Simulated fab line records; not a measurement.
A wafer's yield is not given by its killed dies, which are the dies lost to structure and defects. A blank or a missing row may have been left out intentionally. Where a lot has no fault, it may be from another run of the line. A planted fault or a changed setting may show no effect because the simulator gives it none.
A struck lot beside a sound one / flow nand-harc / 14 steps out of a route of 1302
Sound: the wafers L816.4, L816.5, L816.6. The struck wafers were L807.1, L807.3, L807.5. The cause is given at the end.
For every step that has rows: the tool of each side, followed by ch and its chambers, followed by its first start. Under that, the readings that differ: sound wafers / struck wafers / difference of the means / sigmas: that difference in standard deviations of wafers without a fault.
alike: a reading whose means differ by less than 2 such deviations, as well as words and numbers matching on both sides. not compared: withheld readings; readings where some wafer has no value; bounds like >300 that might hide an equal value; numbers whose values overlap and for which the record gives no deviation.
The two part at a step that has a row with sigmas, a row that says differs or no value, or rows on one side only. Numbers that have no deviation but don't overlap get no sigmas and don't part them. A reading missing from all wafers of one side parts the sides only when that side holds two or more wafers.

first, 1 step without rows for these wafers: NHARC_A_SLIT_STRIP_28 (strips in O2/COS).
NHARC_A_SLIT_ETCH_29: etches the open film in CF4/O2, target depth 100 nm, overetch 10 nm, time 55 s.
  sound on rie-diel-13 ch 0,3, day 28 09:22; struck on rie-diel-13 ch 1,2, day 25 04:45
  alike: cf4-flow-sccm, drypump-motor-current-A, mfc-ar-sccm, oes-product-au, rf-vpp-V, showerhead-plenum-p-Torr, throttle-valve-pct
  not compared: rf-hours-counter-h
NHARC_A_SLIT_STRIP_18: strips in O2.
  sound: rie-diel-13 ch 2,3; struck: rie-diel-13 ch 0,1
  alike: drypump-motor-current-A, mfc-ar-sccm, oes-product-au, rf-vpp-V, showerhead-plenum-p-Torr, throttle-valve-pct
  not compared: rf-hours-counter-h
then, 2 steps without rows for these wafers: NHARC_A_SLIT_PRECLEAN_19 (cleans in SC1); NHARC_A_SLIT_SRD_20.
NHARC_A_SLIT_CD_MEAS_21:
  sound on cd-sem-02 at day 28 09:55; struck on cd-sem-03 at day 25 05:17
  alike: cd-nm
then, 3 steps without rows for these wafers: NHARC_A_SIN_REMOVE_WET_00 (chemistry H3PO4, time 15300 s); NHARC_A_SIN_REMOVE_PRECLEAN_01 (cleans in SC1); NHARC_A_SIN_REMOVE_SRD_02.
NHARC_A_SIN_REMOVE_INSPECT_04:
  sound on defect-inspect-02 at day 28 16:31; struck on defect-inspect-01 at day 25 11:55
  alike: raw-defect-count
NHARC_A_WL_FILL_ALD_00: deposits Al2O3, target thk 3 nm, pulse time 3 s, ald cycles 30.
  sound on ald-hk-03 ch 0,1, day 28 17:48; struck on ald-hk-03 ch 1,2,3, day 25 11:59
  alike: heater-power-outer-w, heater-power-w, precursor-pulse-height-rel
NHARC_A_WL_FILL_RTA_01: time 5 s.
  sound on rtp-anneal-02 ch 0, day 28 18:10; struck on rtp-anneal-02 ch 0, day 25 12:15
reading=lamp-power-pct (%); sound=32.7 32.8 32.8; struck=28.7 28.6 28.7; difference=-4.1; sigmas=-6
reading=lamp_zone_1_pct (%); sound=32.7 32.7 32.8; struck=28.6 28.6 28.6; difference=-4.1; sigmas=-6
reading=lamp_zone_2_pct (%); sound=32.7 32.8 32.8; struck=28.7 28.6 28.6; difference=-4.1; sigmas=-6
reading=lamp_zone_3_pct (%); sound=32.8 32.8 32.8; struck=28.6 28.6 28.7; difference=-4.2; sigmas=-6
reading=lamp_zone_4_pct (%); sound=32.8 32.7 32.7; struck=28.6 28.6 28.6; difference=-4.1; sigmas=-6
reading=lamp_zone_5_pct (%); sound=32.7 32.7 32.7; struck=28.7 28.7 28.7; difference=-4.0; sigmas=-6
reading=lamp_zone_6_pct (%); sound=32.7 32.7 32.7; struck=28.5 28.5 28.5; difference=-4.2; sigmas=-6
reading=lamp_zone_7_pct (%); sound=33.3 33.3 33.2; struck=29.2 29.2 29.2; difference=-4.1; sigmas=-6
reading=wafer_temp_C_max; sound=1005.3 1005.8 1005.3; struck=958.2 959.4 957.9; difference=-47.0; sigmas=-20
NHARC_A_WL_FILL_ALD_02: deposits TiN, target thk 2 nm, pulse time 3 s, ald cycles 100.
  sound on ald-metal-04 ch 0,1,2, day 28 18:25; struck on ald-metal-01 ch 0,1, day 25 12:28
  alike: heater-power-outer-w, heater-power-w, precursor-pulse-height-rel
-- break in the record here, with 4 days between the starts of the struck wafers on either side (left off in module A_WL_FILL, picked up again in module END, where the first step shown is number 1302 on the route) --
NHARC_END_SORT_01:
  sound on prober-02 ch 0, day 32 23:24; struck on prober-01 ch 0, day 29 10:22
  alike: killed-at-array, killed-at-other, killed-at-periphery, killed-dies, killed-open, killed-short

## WHERE THEY PART
Only at NHARC_A_WL_FILL_RTA_01, within this record. Later steps at which nothing parts them and some readings are alike: NHARC_A_WL_FILL_ALD_02, NHARC_END_SORT_01.

WHY: the cause the simulator had injected
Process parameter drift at NHARC_A_WL_FILL_RTA_01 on rtp-anneal-02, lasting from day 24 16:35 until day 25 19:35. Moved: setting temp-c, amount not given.
